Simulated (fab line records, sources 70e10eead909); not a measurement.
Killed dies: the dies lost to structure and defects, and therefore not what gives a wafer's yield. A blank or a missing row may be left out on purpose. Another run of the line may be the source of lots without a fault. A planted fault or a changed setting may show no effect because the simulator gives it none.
fab line records -- flow nand_harc -- part 2 of 2: steps 33 to 44 of 44
record lots=5, wafers=15, last_day=34
route steps=1302 shown P_ZERO_WELL@12
lots with no fault: from the same line, run without faults
start_h: the number of hours between the record's first day and the start of the first shown wafer of the lot -- wait_h: how many hours have passed since the lot's step before this one -- " repeats the value in the row above -- L1.1+2: a single row standing in for several wafers -- - no value, or no start given -- * or withheld: withheld -- < > ~ a bound
route shown NAME@n: NAME is a module with steps in the file, n the number in the route of the first one -- usual: the fault-free wafers' mean and standard deviation -- same: alike in all rows -- chamber/n: place in a boat -- sites: per-site readings -- _std_site: their standard deviation -- _edge_site: mean of outer sites minus mean of inner sites -- radius_mm: for every site, how far away it sits from the centre of the wafer -- mask NAME#n: copy n -- behind: the tool/chamber that last shaped the wafer -- hold: cause of the lot's hold/its duration in hours/its outcome -- device: which transistor (n, p or np) failed to switch -- end of line: at the end of the route, the tests of the same wafers -- a step without rows: its recipe alone -- killed: dies that structure and defects cost at the first sort, which is not the same as the wafer's yield -- map: a wafer's dies, x killed, . not, _ none there
set.NAME: the run value of the setting; set.NAME@STEP: its run value at that earlier step -- model.NAME: the simulator's own value behind a step, which no gauge read
a table for each step, a row for each wafer; lots at some steps of the route
services: the hour from which a tool's chamber was out of use, counted from the record's first day as start_h (under 0 if before that day), plus the number of hours and why
## steps
# step NHARC_P_ZERO_WELL_CD_MEAS_37
# recipe target_cd_nm=720, landing_energy_ev=500
# usual cd_nm=720.2/1.9
lot.wafer,tool,chamber,start_h,wait_h,cd_nm
L075.3,cd_sem-01,0,34.13,-,716.8
L075.4,cd_sem-01,0,34.13,-,719.1
L075.6,cd_sem-01,0,34.13,-,719.9
L079.1,cd_sem-02,0,74.42,-,722.4
L079.2,cd_sem-02,0,74.42,-,720.5
L079.4,cd_sem-02,0,74.42,-,720.1
L091.3,cd_sem-03,0,194.12,-,722.1
L091.4,cd_sem-03,0,194.12,-,719.4
L091.6,cd_sem-03,0,194.12,-,721.3
L096.2,cd_sem-02,0,243.84,-,722.2
L096.3,cd_sem-02,0,243.84,-,723.1
L096.5,cd_sem-02,0,243.84,-,720.8
L097.2,cd_sem-03,0,254.09,-,718.5
L097.4,cd_sem-03,0,254.09,-,717.5
L097.6,cd_sem-03,0,254.09,-,721.2
# step NHARC_P_ZERO_WELL_HARDBAKE_38
# recipe temp_c=125, time_s=80
lot.wafer,tool,chamber,start_h,wait_h
L075.3+4+6,litho_track-07,0,34.21,-
L079.1+2+4,litho_track-05,0,74.50,-
L091.3+4+6,litho_track-03,0,194.20,-
L096.2+3+5,litho_track-05,0,243.92,-
L097.2+4+6,litho_track-03,0,254.17,-
# step NHARC_P_ZERO_WELL_DESCUM_39
# recipe time_s=3, o2_flow_sccm=200, ar_flow_sccm=0, bias_power_w=0, chemistry=O2
# usual drypump_motor_current_A=5.9/0.37, oes_product_au=1.005/0.012, rf_vpp_V=57.7/0.96, showerhead_plenum_p_Torr=1.90/0.1, throttle_valve_pct=11.310/0.0097
lot.wafer,tool,chamber,start_h,wait_h,drypump_motor_current_A,oes_product_au,rf_hours_counter_h,rf_vpp_V,showerhead_plenum_p_Torr,throttle_valve_pct
L075.3,rie_diel-05,0,34.36,-,6.6,1.024,52,58.5,1.88,11.302
L075.4,rie_diel-05,2,34.36,-,6.1,1.015,48,56.7,1.84,11.322
L075.6,rie_diel-05,0,34.36,-,6.6,1.013,-,57.1,1.88,11.293
L079.4,rie_diel-05,2,74.58,-,6.1,1.008,7,57.9,1.83,11.327
L079.1,rie_diel-05,0,74.58,-,6.6,1.010,4,57.9,1.88,11.299
L079.2,rie_diel-05,1,74.58,-,6.1,1.005,5,57.6,2.07,11.318
L091.4,rie_diel-11,2,194.28,-,6.1,0.988,34,59.5,2.06,11.315
L091.3,rie_diel-11,0,194.28,-,5.6,1.010,30,58.3,2.02,11.314
L091.6,rie_diel-11,3,194.28,-,6.0,1.002,-,58.7,1.93,11.301
L096.2,rie_diel-05,0,244.00,-,6.6,0.989,1,55.1,1.86,11.310
L096.3,rie_diel-05,1,244.00,-,6.0,1.009,1,58.2,2.06,11.330
L096.5,rie_diel-05,1,244.00,-,6.1,1.011,-,58.8,2.06,11.317
L097.4,rie_diel-11,0,254.43,-,5.6,1.025,46,57.9,2.02,11.319
L097.2,rie_diel-11,2,254.43,-,6.2,1.007,50,56.6,2.06,11.311
L097.6,rie_diel-11,3,254.43,-,6.0,1.014,-,58.5,1.93,11.296
# step NHARC_P_ZERO_WELL_IMPLANT_40
# recipe energy_kev=300, dose_cm2=1e+13, tilt_deg=7
# usual dose_ions_cm2=1e+13/1e+10
lot.wafer,tool,chamber,start_h,wait_h,dose_ions_cm2
L075.3,implanter-02,0,34.57,0.2,1.0001e+13
L075.4,implanter-02,0,34.57,0.2,9.989e+12
L075.6,implanter-02,0,34.57,0.2,1.0003e+13
L079.1,implanter-02,0,74.72,0.1,1.0004e+13
L079.2,implanter-02,0,74.72,0.1,1.0015e+13
L079.4,implanter-02,0,74.72,0.1,1.0005e+13
L091.3,implanter-02,0,194.48,0.2,1.0002e+13
L091.4,implanter-02,0,194.48,0.2,9.986e+12
L091.6,implanter-02,0,194.48,0.2,1.0016e+13
L096.2,implanter-01,0,244.17,0.2,1.0001e+13
L096.3,implanter-01,0,244.17,0.2,1.0017e+13
L096.5,implanter-01,0,244.17,0.2,9.987e+12
L097.2,implanter-01,0,254.60,0.1,1.001e+13
L097.4,implanter-01,0,254.60,0.1,9.993e+12
L097.6,implanter-01,0,254.60,0.1,1e+13
# step NHARC_P_ZERO_WELL_IMPLANT_59
# recipe energy_kev=120, dose_cm2=5e+12, tilt_deg=7
# usual dose_ions_cm2=5e+12/5.7e+09
lot.wafer,tool,chamber,start_h,wait_h,dose_ions_cm2
L075.3,implanter-02,0,34.75,0.2,4.996e+12
L075.4,implanter-02,0,34.75,0.2,5.009e+12
L075.6,implanter-02,0,34.75,0.2,4.999e+12
L079.1,implanter-02,0,74.90,0.1,4.994e+12
L079.2,implanter-02,0,74.90,0.1,4.996e+12
L079.4,implanter-02,0,74.90,0.1,4.988e+12
L091.3,implanter-02,0,194.66,0.2,4.999e+12
L091.4,implanter-02,0,194.66,0.2,4.996e+12
L091.6,implanter-02,0,194.66,0.2,5.004e+12
L096.2,implanter-01,0,244.35,0.1,5.017e+12
L096.3,implanter-01,0,244.35,0.1,5.011e+12
L096.5,implanter-01,0,244.35,0.1,5.007e+12
L097.2,implanter-01,0,254.78,0.2,4.992e+12
L097.4,implanter-01,0,254.78,0.2,4.994e+12
L097.6,implanter-01,0,254.78,0.2,4.998e+12
# step NHARC_P_ZERO_WELL_IMPLANT_60
# recipe energy_kev=30, dose_cm2=2e+12, tilt_deg=7
# usual dose_ions_cm2=2.0002e+12/2.1e+09
lot.wafer,tool,chamber,start_h,wait_h,dose_ions_cm2
L075.3,implanter-02,0,34.93,0.1,1.9974e+12
L075.4,implanter-02,0,34.93,0.1,1.9987e+12
L075.6,implanter-02,0,34.93,0.1,1.9982e+12
L079.1,implanter-02,0,75.09,0.2,2.0003e+12
L079.2,implanter-02,0,75.09,0.2,2.0009e+12
L079.4,implanter-02,0,75.09,0.2,2.001e+12
L091.3,implanter-02,0,194.84,0.1,2.002e+12
L091.4,implanter-02,0,194.84,0.1,1.9982e+12
L091.6,implanter-02,0,194.84,0.1,1.9999e+12
L096.2,implanter-01,0,244.53,0.1,1.9991e+12
L096.3,implanter-01,0,244.53,0.1,2.0007e+12
L096.5,implanter-01,0,244.53,0.1,1.999e+12
L097.2,implanter-01,0,254.96,0.2,1.9958e+12
L097.4,implanter-01,0,254.96,0.2,1.996e+12
L097.6,implanter-01,0,254.96,0.2,1.995e+12
# step NHARC_P_ZERO_WELL_STRIP_41
# recipe time_s=840, temp_c=130, chemistry=SPM
# usual temp_c=129.98/0.14
lot.wafer,tool,chamber,start_h,wait_h,temp_c
L075.6,wet_bench-05,5,35.10,0.0,130.00
L075.3,wet_bench-05,6,35.10,0.0,130.13
L075.4,wet_bench-05,0,35.10,0.0,129.82
L079.2,wet_bench-03,2,75.31,0.2,129.92
L079.4,wet_bench-03,4,75.31,0.2,129.80
L079.1,wet_bench-03,6,75.31,0.2,129.75
L091.4,wet_bench-02,1,195.00,0.1,129.98
L091.6,wet_bench-02,2,195.00,0.1,130.00
L091.3,wet_bench-02,4,195.00,0.1,129.87
L096.3,wet_bench-03,0,244.71,0.1,129.80
L096.5,wet_bench-03,2,244.71,0.1,130.10
L096.2,wet_bench-03,4,244.71,0.1,129.77
L097.6,wet_bench-03,6,255.14,0.0,130.20
L097.4,wet_bench-03,1,255.14,0.0,129.94
L097.2,wet_bench-03,2,255.14,0.0,130.01
# step NHARC_P_ZERO_WELL_DEHYDRATE_44
# recipe temp_c=150, time_s=120
lot.wafer,tool,chamber,start_h,wait_h
L075.3+4+6,litho_track-07,0,35.42,-
L079.1+2+4,litho_track-03,0,75.63,-
L091.3+4+6,litho_track-03,0,195.33,-
L096.2+3+5,litho_track-05,0,245.05,-
L097.2+4+6,litho_track-03,0,255.48,-
# step NHARC_P_ZERO_WELL_HMDS_45
# recipe time_s=30
lot.wafer,tool,chamber,start_h,wait_h
L075.3+4+6,litho_track-07,0,-,-
L079.1+2+4,litho_track-03,0,-,-
L091.3+4+6,litho_track-03,0,-,-
L096.2+3+5,litho_track-05,0,-,-
L097.2+4+6,litho_track-03,0,-,-
# step NHARC_P_ZERO_WELL_COAT_46
# recipe spin_rpm=withheld
lot.wafer,tool,chamber,start_h,wait_h
L075.3+4+6,litho_track-07,0,-,-
L079.1+2+4,litho_track-03,0,-,-
L091.3+4+6,litho_track-03,0,-,-
L096.2+3+5,litho_track-05,0,-,-
L097.2+4+6,litho_track-03,0,-,-
# step NHARC_P_ZERO_WELL_SOFTBAKE_47
# recipe temp_c=122, time_s=95
lot.wafer,tool,chamber,start_h,wait_h
L075.3+4+6,litho_track-07,0,-,-
L079.1+2+4,litho_track-03,0,-,-
L091.3+4+6,litho_track-03,0,-,-
L096.2+3+5,litho_track-05,0,-,-
L097.2+4+6,litho_track-03,0,-,-
# step NHARC_P_ZERO_WELL_EBR_48
lot.wafer,tool,chamber,start_h,wait_h
L075.3+4+6,litho_track-07,0,-,-
L079.1+2+4,litho_track-03,0,-,-
L091.3+4+6,litho_track-03,0,-,-
L096.2+3+5,litho_track-05,0,-,-
L097.2+4+6,litho_track-03,0,-,-
## services
tool,chamber,start_h,hours,kind
krf_scanner-04,-,13.41,4.0,pm
wet_bench-03,-,34.40,8.0,pm
rie_diel-05,2,36.42,3.6,repair
rie_diel-11,1,38.98,5.0,repair
krf_scanner-04,-,44.18,0.3,repair
rie_diel-05,0,47.12,2.1,repair
rie_diel-05,-,53.46,9.0,pm
implanter-02,-,58.04,0.7,repair
rie_diel-11,-,66.41,0.3,repair
litho_track-07,-,76.00,7.0,pm
rie_diel-11,-,78.55,9.0,pm
wet_bench-05,-,84.80,8.0,pm
litho_track-03,-,100.00,7.0,pm
litho_track-05,-,124.00,7.0,pm
krf_scanner-04,-,126.96,1.3,repair
rie_diel-11,0,135.50,8.6,repair
implanter-02,-,136.45,3.2,repair
implanter-02,-,146.00,13.0,pm
implanter-02,-,195.60,2.0,repair
rie_diel-11,2,209.85,5.9,repair
wet_bench-03,-,210.40,8.0,pm
rie_diel-11,-,212.84,2.0,repair
rie_diel-05,-,231.41,9.0,pm
litho_track-07,-,251.00,7.0,pm
